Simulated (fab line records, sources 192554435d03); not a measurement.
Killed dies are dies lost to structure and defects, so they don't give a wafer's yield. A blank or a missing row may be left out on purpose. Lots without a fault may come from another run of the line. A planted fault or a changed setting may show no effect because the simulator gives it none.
A struck lot beside a sound one | flow n5_finfet | 28 steps out of a route of 1938
Sound: wafers L892.1, L892.3, L892.6. Struck: wafers L877.1, L877.6. (L877.5 of the same lot was not struck and is left out.) The cause comes at the end.
At each step with rows: each side's tool, then ch and its chambers, then its first start. Under that, the readings that differ: sound wafers | struck wafers | difference of the means | sigmas: that difference in standard deviations of wafers without a fault.
alike: readings whose means differ by less than 2 such deviations, and words and numbers that are the same on both sides. not compared: withheld readings, readings that some wafer has no value for, bounds like >300 that may hide the same value, and numbers for which the record gives no deviation and whose values overlap.
The two part at a step that has a row with sigmas, a row that says differs or no value, or rows on one side only. Numbers that don't overlap but have no deviation are shown without sigmas and don't part them. A reading that every wafer of one side lacks parts them only if that side has two wafers or more.

first, 12 steps without rows for these wafers: N5_MOL_CONTACT_COAG_ETCH_89 (etches underlayer in N2/H2, target depth 13 nm, time 10.4 s); N5_MOL_CONTACT_COAG_ETCH_90 (etches SiARC in CF4, target depth 13 nm, time 21.7 s); N5_MOL_CONTACT_COAG_ALD_131 (deposits SiO2, target thk 5 nm, pulse time 1 s, co reactant pulse time 1 s); N5_MOL_CONTACT_COAG_ETCHBACK_132 (etches SiO2 in CHF3, target depth 10 nm, time 6.7 s); N5_MOL_CONTACT_COAG_ETCH_91 (etches SOC in N2/H2, target depth 60 nm, overetch 21 nm, time 101.2 s); N5_MOL_CONTACT_COAG_STRIP_92 (strips in N2/H2); N5_MOL_CONTACT_COAG_STRIP_93 (strips in N2/H2); N5_MOL_CONTACT_COAG_ETCHBACK_135 (etches SiO2 in CHF3, target depth 25 nm, time 16.7 s); N5_MOL_CONTACT_COAG_STRIP_118 (strips in CHF3); N5_MOL_CONTACT_COAG_VIA_ETCH_46 (etches SiO2 in C4F6/O2, target depth 46 nm, overetch 9.2 nm, time 40 s); N5_MOL_CONTACT_COAG_STRIP_96 (strips in N2/H2); N5_MOL_CONTACT_COAG_ETCH_47 (etches SiNx in CH3F/O2, stops on W, target depth 27 nm).
N5_MOL_CONTACT_COAG_STRIP_119: strips in N2/H2, time 30 s.
  sound on plasma_asher-01 ch 0,1, day 10 12:37; struck on plasma_asher-01 ch 0, day 6 22:23
  alike: drypump_motor_current_A, heater_power_w
  not compared: rf_hours_counter_h
then, 11 steps without rows for these wafers: N5_MOL_CONTACT_COAG_PRECLEAN_144 (cleans in alkaline clean, time 60 s); N5_MOL_CONTACT_COAG_SRD_145 (time 30 s); N5_MOL_CONTACT_COAG_COAT_62 (time 60 s, resist thk 60 nm); N5_MOL_CONTACT_COAG_COAT_63 (time 60 s, resist thk 10 nm); N5_MOL_CONTACT_COAG_COAT_64 (time 60 s, resist thk 10 nm); N5_MOL_CONTACT_COAG_COAT_34 (resist thk 40 nm); N5_MOL_CONTACT_COAG_EBR_36; N5_MOL_CONTACT_COAG_SOFTBAKE_35 (time 60 s); N5_MOL_CONTACT_COAG_EXPOSE_37 (exposes mask VD, defocus 0 nm); N5_MOL_CONTACT_COAG_PEB_38 (peb time 60 s); N5_MOL_CONTACT_COAG_DEVELOP_39 (develop time 30 s).
N5_MOL_CONTACT_COAG_INSPECT_42: inspects for defects (brightfield).
  sound on defect_inspect-01, day 10 13:10; struck on defect_inspect-02, day 6 22:56
  reading          | sound       | struck  | difference | sigmas
  raw_defect_count | 235 221 234 | 867 853 | +630       | +13
then, 1 step without rows for these wafers: N5_MOL_CONTACT_COAG_DESCUM_45 (chemistry O2, time 7 s).
-- the record jumps here: 2 days lie between the struck wafers' starts before and after (it left off in module MOL_CONTACT_COAG and takes up again in module BEOL_M4, whose first step shown is number 1111 of the route) --
N5_BEOL_M4_RC_MEAS_101:
  sound on prober-02 ch 0, day 13 03:35; struck on prober-01 ch 0, day 9 05:26
  alike: DIBL_N, DIBL_P, IOFF_N, IOFF_P, ION_N, ION_P, SS_N, SS_P, VT_N, VT_P
-- the record jumps here: 4 days lie between the struck wafers' starts before and after (it left off in module BEOL_M4 and takes up again in module PASSIVATION, whose first step shown is number 1936 of the route) --
N5_PASSIVATION_PROBE_49:
  the record has rows for the struck wafers here (prober-01, day 13 11:53) and none for the sound ones

WHERE THEY PART
First at N5_MOL_CONTACT_COAG_INSPECT_42; last, within this record, at N5_PASSIVATION_PROBE_49.

WHY: what the simulator had put in
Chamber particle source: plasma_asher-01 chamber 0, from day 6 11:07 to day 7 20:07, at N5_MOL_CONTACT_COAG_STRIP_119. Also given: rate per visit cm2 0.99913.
